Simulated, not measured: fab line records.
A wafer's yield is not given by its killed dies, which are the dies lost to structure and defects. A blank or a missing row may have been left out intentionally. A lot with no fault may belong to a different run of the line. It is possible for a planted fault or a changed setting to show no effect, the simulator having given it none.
Struck lot and sound lot, side by side | flow n5_finfet | 16 out of 1938 route steps
Sound: the wafers L536.1, L536.4, L536.6. Struck: wafers L554.1, L554.4, L554.6. The cause comes at the end.
Per side, at each step with rows, come the tool, then ch with its chambers, and then its first start. Under that, the readings that differ: sound wafers | struck wafers | difference of the means | sigmas: that difference in standard deviations of wafers without a fault.
alike: readings with means less than 2 such deviations apart, plus words and numbers identical on both sides. not compared: withheld readings, readings lacking a value on some wafer, bounds such as >300 that could conceal the same value, and numbers that have no deviation in the record and whose values overlap.
A row with sigmas, a row that says differs or no value, or rows on one side alone: a step with any of these is where the two part. Numbers that have no deviation but don't overlap get no sigmas and don't part them. A reading missing from all wafers of one side parts the sides only when that side holds two or more wafers.

N5_BEOL_M3_OCD_MEAS_38:
  struck on ocd-01, day 13 20:09; sound on ocd-02, day 8 13:20
  alike: trench_depth_nm
then, 4 steps without rows for these wafers: N5_BEOL_M3_HM_STRIP_39 (strips TiN in peroxide tin strip, target depth 25 nm, time 158 s); N5_BEOL_M3_SRD_40 (time 30 s); N5_BEOL_M3_PRECLEAN_42 (cleans in residue remover, time 60 s); N5_BEOL_M3_SRD_43 (time 30 s).
N5_BEOL_M3_CD_MEAS_35: target cd 18 nm, target cd y 21 nm.
  struck on cd_sem-02, day 13 20:19; sound on cd_sem-02, day 8 13:30
  alike: cd_nm
N5_BEOL_M3_DEGAS_44: time 60 s.
  struck on pvd_sputter-02, day 13 20:47; sound on pvd_sputter-02, day 8 13:33
  alike: heater_power_w
then, 1 step without rows for these wafers: N5_BEOL_M3_PRE_CLEAN_45 (time 30 s).
N5_BEOL_M3_ALD_84: deposits TaN, pulse time 2 s, purge time 3 s, co reactant purge time 2 s.
  sound on ald_metal-04 ch 1,2,3, day 8 13:40; struck on ald_metal-01 ch 0,1,3, day 13 21:01
  alike: heater_power_w, mfc_carrier_sccm, precursor_vessel_carrier_sccm
N5_BEOL_M3_SURFACE_TREAT_85:
  struck on pvd_sputter-02, day 13 21:20; sound on pvd_sputter-02, day 8 15:28
  not compared: throttle_valve_pct
then, 1 step without rows for these wafers: N5_BEOL_M3_CVD_47 (deposits Co from CCTBA/H2, target thk 3 nm, time 223.8 s).
N5_BEOL_M3_SPUTTER_48: material Cu, target thk 4.5 nm, time 8.29 s.
  struck on pvd_sputter-03, day 13 22:23; sound on pvd_sputter-03, day 8 15:43
  alike: throttle_valve_pct
N5_BEOL_M3_ANNEAL_49: time 240 s.
  struck on pvd_sputter-03, day 13 22:28; sound on pvd_sputter-03, day 8 15:48
  no value came back on the struck wafers for heater_power_w (W), susceptor_temp_C (C); on the sound wafers heater_power_w (W) reads 620 1012 632
N5_BEOL_M3_SPUTTER_79: material Cu, target thk 4.5 nm, time 8.29 s.
  struck on pvd_sputter-03, day 13 22:37; sound on pvd_sputter-03, day 8 15:56
  alike: throttle_valve_pct
N5_BEOL_M4_RC_MEAS_101:
  sound on prober-02 ch 0, day 9 18:28; struck on prober-01 ch 0, day 14 22:22
  alike: DIBL_N, DIBL_P, IOFF_N, IOFF_P, ION_N, ION_P, SS_N, SS_P, VT_N, VT_P
N5_PASSIVATION_PROBE_49:
  sound wafers here have rows in the record (prober-02, day 15 04:02); struck ones have none

## WHERE THEY PART
At N5_BEOL_M3_ANNEAL_49 first; at N5_PASSIVATION_PROBE_49 last (within this record only).

WHY: whatever the simulator had introduced
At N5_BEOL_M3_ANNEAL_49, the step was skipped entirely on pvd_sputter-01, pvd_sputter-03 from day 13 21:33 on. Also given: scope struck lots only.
